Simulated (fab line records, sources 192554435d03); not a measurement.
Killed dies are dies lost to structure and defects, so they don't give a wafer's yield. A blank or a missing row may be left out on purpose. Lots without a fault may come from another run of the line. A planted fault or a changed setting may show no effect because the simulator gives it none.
A struck lot beside a sound one | flow n5_finfet | 16 steps out of a route of 1938
Sound: wafers L781.2, L781.4, L781.5. Struck: wafer L795.5. (L795.1, L795.3 of the same lot were not struck and are left out.) The cause comes at the end.
At each step with rows: each side's tool, then ch and its chambers, then its first start. Under that, the readings that differ: sound wafers | struck wafers | difference of the means | sigmas: that difference in standard deviations of wafers without a fault.
alike: readings whose means differ by less than 2 such deviations, and words and numbers that are the same on both sides. not compared: withheld readings, readings that some wafer has no value for, bounds like >300 that may hide the same value, and numbers for which the record gives no deviation and whose values overlap.
The two part at a step that has a row with sigmas, a row that says differs or no value, or rows on one side only. Numbers that don't overlap but have no deviation are shown without sigmas and don't part them. A reading that every wafer of one side lacks parts them only if that side has two wafers or more.

first, 4 steps without rows for these wafers: N5_HKMG_FIN_ETCH_86 (etches SOC in N2/H2, stops on TiN, target depth 393.2 nm); N5_HKMG_FIN_STRIP_89 (strips SOC in N2/H2, time 20 s); N5_HKMG_FIN_WET_ETCH_87 (etches TiN in SC1, time 154.2 s, target depth 4.7 nm, rinse time 30 s); N5_HKMG_FIN_STRIP_88 (strips in N2/H2, time 360 s).
N5_HKMG_FIN_NWFM_ALD_20: deposits TiAlC, target thk 2 nm, pulse time 3 s, purge time 2 s.
  sound on ald_metal-02 ch 0,1, day 5 06:23; struck on ald_metal-04 ch 1, day 8 17:55
  alike: heater_power_w, precursor_pulse_height_rel
  not compared: ald_cycles
N5_HKMG_FIN_ALD_71: deposits TiN, target thk 1 nm, pulse time 1 s, purge time 3 s.
  sound on ald_metal-02 ch 0,1, day 5 06:29; struck on ald_metal-04 ch 1, day 8 18:01
  alike: heater_power_w, precursor_pulse_height_rel
  not compared: ald_cycles
then, 2 steps without rows for these wafers: N5_HKMG_FIN_COAT_66 (time 60 s, resist thk 300 nm); N5_HKMG_FIN_ETCH_67 (etches SOC in N2/H2, stops on TiN, target depth 388.9 nm).
N5_HKMG_FIN_STRIP_90: strips SOC in N2/H2, time 20 s.
  sound on rie_diel-05 ch 0,1, day 5 06:53; struck on rie_diel-03 ch 1, day 8 18:44
  alike: drypump_motor_current_A, oes_product_au, rf_vpp_V, showerhead_plenum_p_Torr, throttle_valve_pct
  not compared: rf_hours_counter_h
then, 1 step without rows for these wafers: N5_HKMG_FIN_WET_ETCH_73 (etches the open film in SC1, time 42.3 s, target depth 1.3 nm, rinse time 30 s).
N5_HKMG_FIN_ETCHBACK_68: etches the open film in Cl2/Ar, stops on HfO2, target depth 0.5 nm.
  sound on rie_metal-01 ch 0,1, day 5 07:02; struck on rie_metal-03 ch 1, day 8 18:54
  alike: bias_w, drypump_motor_current_A, oes_product_au, throttle_valve_pct
  not compared: rf_hours_counter_h
then, 1 step without rows for these wafers: N5_HKMG_FIN_STRIP_69 (strips in N2/H2, time 360 s).
N5_HKMG_FIN_ALD_21: deposits TiN, target thk 1.5 nm, pulse time 1 s, purge time 3 s.
  sound on ald_metal-02 ch 0,1,2, day 5 07:37; struck on ald_metal-02 ch 1, day 8 19:26
  reading                                  | sound       | struck | difference | sigmas
  ald_cycles                               | 68 68 68    | 53     | -15        |
  model.TiN_of_HKMG_FIN_ALD_21.thk_nm (nm) | 1.6 1.4 1.4 | 1.2    | -0.3       |
  alike: heater_power_w, precursor_pulse_height_rel
N5_HKMG_FIN_ALD_72: deposits W, target thk 2 nm, pulse time 1 s, purge time 2 s.
  sound on cvd_w-02 ch 0,1, day 5 07:59; struck on cvd_w-01 ch 0, day 8 19:47
  reading                    | sound             | struck | difference | sigmas
  precursor_pulse_height_rel | 1.011 1.005 1.026 | 0.963  | -0.051     | -3
  alike: heater_power_w
  not compared: ald_cycles
-- the record jumps here: 4 days lie between the struck wafers' starts before and after (it left off in module HKMG_FIN and takes up again in module BEOL_M4, whose first step shown is number 1111 of the route) --
N5_BEOL_M4_RC_MEAS_101:
  sound on prober-01 ch 0, day 8 21:38; struck on prober-02 ch 0, day 12 13:20
  alike: DIBL_N, DIBL_P, IOFF_N, IOFF_P, ION_N, ION_P, SS_N, SS_P, VT_N, VT_P
then, 1 step without rows for these wafers: N5_PASSIVATION_PROBE_49.

WHERE THEY PART
Only at N5_HKMG_FIN_ALD_72, within this record. Later steps at which nothing parts them and some readings are alike: N5_BEOL_M4_RC_MEAS_101.

WHY: what the simulator had put in
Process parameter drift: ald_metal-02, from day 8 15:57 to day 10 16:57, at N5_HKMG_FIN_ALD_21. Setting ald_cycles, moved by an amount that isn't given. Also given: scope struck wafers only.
